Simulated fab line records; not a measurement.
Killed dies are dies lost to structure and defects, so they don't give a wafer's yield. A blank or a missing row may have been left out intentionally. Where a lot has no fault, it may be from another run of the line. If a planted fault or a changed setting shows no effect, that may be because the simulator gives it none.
What tool caused it?	flow nand_harc	23 lots, 69 wafers sampled, at 6 steps of a route of 1302

WHAT THE GAUGES READ, wafer by wafer
The record lacks any reading of a measuring or inspecting step that a usual standard deviation could be used to judge.

WHAT TOOL EACH LOT RAN ON (gives the tool, then ch and the chambers of the sampled wafers, and finally the start)
lot	NHARC_P_STI_ETCH_42	NHARC_P_GATE_STRIP_112	NHARC_P_M1_ETCH_28	NHARC_P_M1_DEGAS_29	NHARC_P_M1_PVD_21	NHARC_P_M2_DESCUM_14
L074	rie_diel-09 ch 2,3, day 2 02:52	plasma_asher-01 ch 0,1, day 4 20:26	rie_diel-09 ch 0,3, day 5 11:38 or earlier	pvd_sputter-01, day 5 11:38	pvd_sputter-01, day 5 15:04 or earlier	rie_diel-04 ch 0,1, day 5 15:04
L075	rie_diel-09 ch 0,2, day 2 08:28	plasma_asher-02 ch 0,1, day 5 00:44	rie_diel-09 ch 0,1,2, day 5 15:53 or earlier	pvd_sputter-01, day 5 15:53	pvd_sputter-01, day 5 19:02 or earlier	rie_diel-05 ch 0,1,2, day 5 19:02
L076	rie_diel-09 ch 1,3, day 2 14:49	plasma_asher-02 ch 1, day 5 09:52	rie_diel-12 ch 0,1,2, day 6 01:45 or earlier	pvd_sputter-02, day 6 01:45	pvd_sputter-02, day 6 04:46 or earlier	rie_diel-04 ch 0,2,3, day 6 04:46
L077	rie_diel-04 ch 0,2, day 3 06:15	plasma_asher-01 ch 0,1, day 6 06:52	rie_diel-12 ch 0,1,3, day 7 16:43 or earlier	pvd_sputter-02, day 7 16:43	pvd_sputter-02, day 7 19:50 or earlier	rie_diel-04 ch 1,3, day 7 19:50
L079	rie_diel-04 ch 0,3, day 3 20:41	plasma_asher-02 ch 0,1, day 6 13:29	rie_diel-09 ch 1,3, day 7 05:16 or earlier	pvd_sputter-01, day 7 05:16	pvd_sputter-01, day 7 08:29 or earlier	rie_diel-04 ch 0,1,3, day 7 08:29
L080	rie_diel-09 ch 2,3, day 4 07:13	plasma_asher-02 ch 0,1, day 7 06:14	rie_diel-09 ch 1,2,3, day 7 21:57 or earlier	pvd_sputter-03, day 7 21:57	pvd_sputter-03, day 8 01:10 or earlier	rie_diel-05 ch 0,3, day 8 01:10
L081	rie_diel-04 ch 2,3, day 4 18:47	plasma_asher-02 ch 1, day 7 19:36	rie_diel-12 ch 1,2,3, day 8 10:56 or earlier	pvd_sputter-02, day 8 10:56	pvd_sputter-02, day 8 14:02 or earlier	rie_diel-04 ch 1,2,3, day 8 14:02
L082	rie_diel-04 ch 0,1,2, day 5 03:19	plasma_asher-01 ch 0,1, day 7 20:15	rie_diel-12 ch 0,2,3, day 8 11:39 or earlier	pvd_sputter-01, day 8 11:39	pvd_sputter-01, day 8 14:47 or earlier	rie_diel-04 ch 1,2, day 8 14:47
L083	rie_diel-09 ch 1,2, day 5 19:14	plasma_asher-02 ch 0,1, day 8 17:31	rie_diel-12 ch 0,1,3, day 9 08:52 or earlier	pvd_sputter-01, day 9 08:52	pvd_sputter-01, day 9 12:00 or earlier	rie_diel-04 ch 0,1,3, day 9 12:00
L084	rie_diel-04 ch 0,1,3, day 6 01:25	plasma_asher-01 ch 0,1, day 8 23:08	rie_diel-09 ch 0,1,3, day 9 14:20 or earlier	pvd_sputter-03, day 9 14:20	pvd_sputter-03, day 9 17:49 or earlier	rie_diel-03 ch 0,1,2, day 9 17:49
L085	rie_diel-09 ch 1,3, day 6 09:04	plasma_asher-02 ch 0,1, day 9 03:02	rie_diel-09 ch 0,2,3, day 9 18:19 or earlier	pvd_sputter-03, day 9 18:19	pvd_sputter-03, day 9 21:25 or earlier	rie_diel-04 ch 0,1,3, day 9 21:25
L086	rie_diel-12 ch 2,3, day 6 18:32	plasma_asher-01 ch 0,1, day 9 16:36	rie_diel-12 ch 0,3, day 10 08:28 or earlier	pvd_sputter-03, day 10 08:28	pvd_sputter-03, day 10 11:36 or earlier	rie_diel-04 ch 1,3, day 10 11:36
L087	rie_diel-04 ch 1,2,3, day 7 05:55	plasma_asher-02 ch 0,1, day 10 01:10	rie_diel-08 ch 1,2,3, day 10 16:17 or earlier	pvd_sputter-03, day 10 16:17	pvd_sputter-03, day 10 19:25 or earlier	rie_diel-04 ch 1,2,3, day 10 19:25
L088	rie_diel-12 ch 1,3, day 7 17:01	plasma_asher-01 ch 0,1, day 10 13:04	rie_diel-09 ch 0,2, day 11 04:42 or earlier	pvd_sputter-02, day 11 04:42	pvd_sputter-02, day 11 07:52 or earlier	rie_diel-03 ch 0,2, day 11 07:52
L089	rie_diel-09 ch 2,3, day 8 02:18	plasma_asher-01 ch 0,1, day 10 17:26	rie_diel-09 ch 2,3, day 11 08:28 or earlier	pvd_sputter-03, day 11 08:28	pvd_sputter-03, day 11 11:37 or earlier	rie_diel-05 ch 0,1,3, day 11 11:37
L090	rie_diel-04 ch 1,3, day 8 13:32	plasma_asher-01 ch 0,1, day 11 09:25	rie_diel-09 ch 2,3, day 12 01:19 or earlier	pvd_sputter-01, day 12 01:19	pvd_sputter-01, day 12 04:17 or earlier	rie_diel-05 ch 0,3, day 12 04:17
L091	rie_diel-12 ch 2,3, day 8 22:42	plasma_asher-01 ch 0,1, day 12 01:20	rie_diel-09 ch 1,2, day 12 16:28 or earlier	pvd_sputter-01, day 12 16:28	pvd_sputter-01, day 12 19:28 or earlier	rie_diel-04 ch 2,3, day 12 19:28
L092	rie_diel-04 ch 0,1,2, day 9 08:51	plasma_asher-02 ch 0,1, day 12 06:28	rie_diel-08 ch 0,3, day 12 21:44 or earlier	pvd_sputter-02, day 12 21:44	pvd_sputter-02, day 13 00:55 or earlier	rie_diel-04 ch 0,1,3, day 13 00:55
L093	rie_diel-09 ch 0,1,2, day 9 18:40	plasma_asher-01 ch 0,1, day 12 21:22	rie_diel-12 ch 0,1,3, day 13 12:53 or earlier	pvd_sputter-01, day 13 12:53	pvd_sputter-01, day 13 16:02 or earlier	rie_diel-05 ch 1,2, day 13 16:02
L094	rie_diel-12 ch 0,2,3, day 10 05:16	plasma_asher-02 ch 0,1, day 12 21:05	rie_diel-12 ch 1,2, day 13 12:23 or earlier	pvd_sputter-03, day 13 12:23	pvd_sputter-03, day 13 15:52 or earlier	rie_diel-04 ch 1,2,3, day 13 15:52
L095	rie_diel-04 ch 1,2, day 10 17:16	plasma_asher-02 ch 0,1, day 13 15:04	rie_diel-08 ch 0,1,3, day 14 06:16 or earlier	pvd_sputter-01, day 14 06:16	pvd_sputter-01, day 14 09:41 or earlier	rie_diel-03 ch 1,3, day 14 09:41
L096	rie_diel-09 ch 1,2,3, day 11 01:53	plasma_asher-02 ch 0,1, day 13 19:49	rie_diel-12 ch 1,2,3, day 14 11:31 or earlier	pvd_sputter-02, day 14 11:31	pvd_sputter-02, day 14 14:33 or earlier	rie_diel-04 ch 0,1,2, day 14 14:33
L097	rie_diel-09 ch 0,1,3, day 11 08:16	plasma_asher-01 ch 0,1, day 14 02:48	rie_diel-09 ch 1,2,3, day 14 18:39 or earlier	pvd_sputter-01, day 14 18:39	pvd_sputter-01, day 14 21:48 or earlier	rie_diel-03 ch 0,2,3, day 14 21:48
- NHARC_P_STI_ETCH_42: etches the open film in N2/H2, target depth 80 nm, overetch 24 nm, time 61 s.
- NHARC_P_GATE_STRIP_112: strips in N2/H2, time 200 s.
- NHARC_P_M1_ETCH_28: etches the open film in CF4/N2, target depth 30 nm, time 72.99 s.
- NHARC_P_M1_DEGAS_29: time 60 s.
- NHARC_P_M1_PVD_21: deposits Cu, target thk 30 nm, time 20.49 s.
- NHARC_P_M2_DESCUM_14: chemistry O2, time 3 s.

AS READ BY THE TOOLS THEMSELVES (means over the sampled wafers that have a number; for cases with no such wafer, the mark the record gives instead)
NHARC_P_STI_ETCH_42. Usual: bias_w 150.1 W, standard deviation 0.48; drypump_motor_current_A 5.8 A, standard deviation 0.53; oes_product_au 0.998 a.u., standard deviation 0.011; rf_vpp_V 431.1 V, standard deviation 2.5; showerhead_plenum_p_Torr 2.06 Torr, standard deviation 0.083; throttle_valve_pct 14.172 %, standard deviation 0.0098.
lot	tool	bias_w (W)	drypump_motor_current_A (A)	oes_product_au (a.u.)	rf_vpp_V (V)	showerhead_plenum_p_Torr (Torr)	throttle_valve_pct (%)	flag
L074	rie_diel-09	149.8	6.5	0.995	431.4	2.08	14.172	
L075	rie_diel-09	150.0	6.0	0.988	432.2	2.12	14.177	
L076	rie_diel-09	149.9	6.4	0.997	432.4	2.11	14.180	
L077	rie_diel-04	150.1	5.4	1.003	430.0	2.02	14.158	
L079	rie_diel-04	150.2	4.9	0.997	429.2	1.99	14.174	
L080	rie_diel-09	150.0	6.5	0.992	430.3	2.08	14.172	
L081	rie_diel-04	150.0	5.2	1.010	428.3	1.95	14.181	
L082	rie_diel-04	150.5	5.7	1.012	428.5	1.99	14.173	
L083	rie_diel-09	149.7	5.9	0.990	434.1	2.17	14.177	
L084	rie_diel-04	150.0	5.3	0.995	428.7	2.00	14.177	
L085	rie_diel-09	150.1	6.4	0.995	433.3	2.11	14.169	
L086	rie_diel-12	149.9	5.9	1.004	433.7	2.16	14.166	
L087	rie_diel-04	149.7	5.5	0.992	428.8	1.96	14.173	
L088	rie_diel-12	149.9	5.6	1.003	434.0	2.15	14.167	
L089	rie_diel-09	150.7	6.1	0.988	433.1	2.13	14.173	
L090	rie_diel-04	150.6	5.6	1.005	427.5	1.97	14.171	
L091	rie_diel-12	149.7	5.8	1.008	433.5	2.16	14.180	
L092	rie_diel-04	150.1	5.6	1.004	428.9	1.99	14.176	
L093	rie_diel-09	150.0	6.0	0.991	432.9	2.13	14.175	
L094	rie_diel-12	150.2	5.8	0.993	432.7	2.11	14.170	
L095	rie_diel-04	149.8	5.8	1.011	428.6	1.95	14.172	
L096	rie_diel-09	150.1	6.2	1.002	433.6	2.12	14.175	
L097	rie_diel-09	150.2	6.3	1.004	431.3	2.08	14.177	

NHARC_P_GATE_STRIP_112. Usual: drypump_motor_current_A 5.8 A, standard deviation 0.42; heater_power_w 89 W, standard deviation 7.6.
lot	tool	drypump_motor_current_A (A)	heater_power_w (W)	flag
L074	plasma_asher-01	5.5	95	
L075	plasma_asher-02	6.2	85	
L076	plasma_asher-02	6.1	98	
L077	plasma_asher-01	5.5	92	
L079	plasma_asher-02	6.2	90	
L080	plasma_asher-02	6.2	91	
L081	plasma_asher-02	6.2	99	
L082	plasma_asher-01	5.5	91	
L083	plasma_asher-02	6.2	92	
L084	plasma_asher-01	5.5	91	
L085	plasma_asher-02	6.2	93	
L086	plasma_asher-01	5.5	90	
L087	plasma_asher-02	6.2	90	
L088	plasma_asher-01	5.5	90	
L089	plasma_asher-01	5.3	89	
L090	plasma_asher-01	5.3	88	
L091	plasma_asher-01	5.3	89	
L092	plasma_asher-02	6.2	83	
L093	plasma_asher-01	5.3	87	
L094	plasma_asher-02	6.2	88	
L095	plasma_asher-02	6.2	88	
L096	plasma_asher-02	6.2	83	
L097	plasma_asher-01	5.5	91	

NHARC_P_M1_ETCH_28. Usual: bias_w 100.0 W, standard deviation 0.33; drypump_motor_current_A 5.9 A, standard deviation 0.42; oes_product_au 0.996 a.u., standard deviation 0.011; rf_vpp_V 315.5 V, standard deviation 1.7; showerhead_plenum_p_Torr 2.70 Torr, standard deviation 0.083; throttle_valve_pct 19.794 %, standard deviation 0.0097.
lot	tool	bias_w (W)	drypump_motor_current_A (A)	oes_product_au (a.u.)	rf_vpp_V (V)	showerhead_plenum_p_Torr (Torr)	throttle_valve_pct (%)	flag
L074	rie_diel-09	100.0	6.3	0.996	314.4	2.66	19.793	
L075	rie_diel-09	100.1	6.0	0.991	317.2	2.74	19.795	
L076	rie_diel-12	100.1	5.6	0.990	315.0	2.71	19.788	
L077	rie_diel-12	100.3	5.7	0.992	316.0	2.70	19.799	
L079	rie_diel-09	100.0	6.3	0.992	315.0	2.70	19.797	
L080	rie_diel-09	100.2	6.2	0.991	315.7	2.72	19.793	
L081	rie_diel-12	99.9	5.7	1.001	315.7	2.76	19.784	
L082	rie_diel-12	100.2	5.8	0.994	315.4	2.71	19.799	
L083	rie_diel-12	99.9	5.7	0.991	315.5	2.70	19.791	
L084	rie_diel-09	100.0	6.3	0.996	314.5	2.68	19.805	
L085	rie_diel-09	100.1	6.2	0.997	315.8	2.69	19.799	
L086	rie_diel-12	100.3	5.8	0.993	315.8	2.69	19.793	
L087	rie_diel-08	99.9	5.8	1.005	313.2	2.55	19.794	
L088	rie_diel-09	99.7	5.9	0.986	316.1	2.75	19.802	
L089	rie_diel-09	99.8	6.5	1.002	315.0	2.67	19.804	
L090	rie_diel-09	100.1	6.1	0.994	316.1	2.73	19.796	
L091	rie_diel-09	100.2	5.9	0.989	317.1	2.78	19.788	
L092	rie_diel-08	99.8	5.5	1.004	312.2	2.60	19.795	
L093	rie_diel-12	99.7	5.7	1.000	315.2	2.70	19.792	
L094	rie_diel-12	100.0	5.6	0.988	317.1	2.76	19.801	
L095	rie_diel-08	99.9	5.5	1.013	313.6	2.60	19.789	
L096	rie_diel-12	99.9	5.7	0.987	316.5	2.76	19.793	
L097	rie_diel-09	100.1	6.3	0.995	315.4	2.71	19.800	

NHARC_P_M1_DEGAS_29. Usual: heater_power_w 315 W, standard deviation 34.
lot	tool	heater_power_w (W)	flag
L074	pvd_sputter-01	334	
L075	pvd_sputter-01	332	
L076	pvd_sputter-02	324	
L077	pvd_sputter-02	335	
L079	pvd_sputter-01	308	
L080	pvd_sputter-03	296	
L081	pvd_sputter-02	353	
L082	pvd_sputter-01	308	
L083	pvd_sputter-01	287	
L084	pvd_sputter-03	311	
L085	pvd_sputter-03	301	
L086	pvd_sputter-03	305	
L087	pvd_sputter-03	301	
L088	pvd_sputter-02	363	
L089	pvd_sputter-03	316	
L090	pvd_sputter-01	312	
L091	pvd_sputter-01	300	
L092	pvd_sputter-02	325	
L093	pvd_sputter-01	286	
L094	pvd_sputter-03	322	
L095	pvd_sputter-01	308	
L096	pvd_sputter-02	350	
L097	pvd_sputter-01	315	

NHARC_P_M1_PVD_21. Usual: cathode_dc_power_W 5000.1 W, standard deviation 0.96; throttle_valve_pct 30.6 %, standard deviation 1.1.
lot	tool	cathode_dc_power_W (W)	throttle_valve_pct (%)	flag
L074	pvd_sputter-01	5000.2	31.7	
L075	pvd_sputter-01	4999.4	31.5	
L076	pvd_sputter-02	5000.1	30.4	
L077	pvd_sputter-02	5000.5	30.5	
L079	pvd_sputter-01	5000.0	30.8	
L080	pvd_sputter-03	5000.6	30.3	
L081	pvd_sputter-02	5000.6	30.6	
L082	pvd_sputter-01	5000.8	30.9	
L083	pvd_sputter-01	5000.7	30.4	
L084	pvd_sputter-03	5000.0	30.7	
L085	pvd_sputter-03	5000.7	30.1	
L086	pvd_sputter-03	4998.8	31.2	
L087	pvd_sputter-03	4999.6	30.3	
L088	pvd_sputter-02	5000.3	30.5	
L089	pvd_sputter-03	5000.2	30.8	
L090	pvd_sputter-01	5000.2	30.1	
L091	pvd_sputter-01	5000.3	31.2	
L092	pvd_sputter-02	5000.0	29.7	
L093	pvd_sputter-01	5001.1	30.8	
L094	pvd_sputter-03	5000.2	30.7	
L095	pvd_sputter-01	5000.2	30.0	
L096	pvd_sputter-02	5000.4	30.3	
L097	pvd_sputter-01	5000.0	31.2	

NHARC_P_M2_DESCUM_14. Usual: drypump_motor_current_A 5.5 A, standard deviation 0.42; oes_product_au 1.002 a.u., standard deviation 0.011; rf_vpp_V 57.8 V, standard deviation 0.88; showerhead_plenum_p_Torr 1.90 Torr, standard deviation 0.067; throttle_valve_pct 11.310 %, standard deviation 0.0083.
lot	tool	drypump_motor_current_A (A)	oes_product_au (a.u.)	rf_vpp_V (V)	showerhead_plenum_p_Torr (Torr)	throttle_valve_pct (%)	flag
L074	rie_diel-04	5.4	0.999	58.3	1.90	11.311	
L075	rie_diel-05	5.9	0.997	58.0	1.94	11.312	
L076	rie_diel-04	5.2	1.001	57.3	1.86	11.312	
L077	rie_diel-04	5.5	1.012	57.1	1.85	11.311	
L079	rie_diel-04	5.3	1.002	58.1	1.87	11.300	
L080	rie_diel-05	5.9	0.986	58.3	1.93	11.310	
L081	rie_diel-04	5.5	1.012	57.2	1.84	11.308	
L082	rie_diel-04	5.8	1.016	58.0	1.83	11.302	
L083	rie_diel-04	5.3	1.003	57.7	1.87	11.318	
L084	rie_diel-03	5.2	0.997	57.9	1.99	11.311	
L085	rie_diel-04	5.3	0.999	57.1	1.87	11.308	
L086	rie_diel-04	5.5	1.001	58.8	1.85	11.310	
L087	rie_diel-04	5.5	1.004	57.6	1.84	11.303	
L088	rie_diel-03	5.3	0.990	57.5	1.98	11.311	
L089	rie_diel-05	5.9	0.992	58.8	1.93	11.311	
L090	rie_diel-05	6.0	0.995	58.2	1.89	11.308	
L091	rie_diel-04	5.4	1.003	57.6	1.83	11.310	
L092	rie_diel-04	5.3	1.005	57.3	1.87	11.310	
L093	rie_diel-05	5.8	0.998	57.9	1.98	11.304	
L094	rie_diel-04	5.5	1.006	57.3	1.84	11.314	
L095	rie_diel-03	5.3	1.011	58.4	1.98	11.313	
L096	rie_diel-04	5.6	1.002	56.4	1.87	11.311	
L097	rie_diel-03	5.3	0.997	58.0	1.94	11.308	

THE ANSWER, worked out from the rows above alone
Rule: lot off if the mean of its wafers having a number is beyond 3 standard deviations from the usual mean. A lot without any number at a reading at which 4 lots or more have one is off too. The other lots that the step has rows for count as sound. Order of review: gauges by route order, followed by the tools' own readings, for which a lot's mean as printed above is used. The first step at which some lot is off is used, and at that step the reading that is off furthest; a lot without a number counts as furthest.
Nothing can be told from this: no lot is off at any reading shown.

WHAT WAS PUT IN BY THE SIMULATOR
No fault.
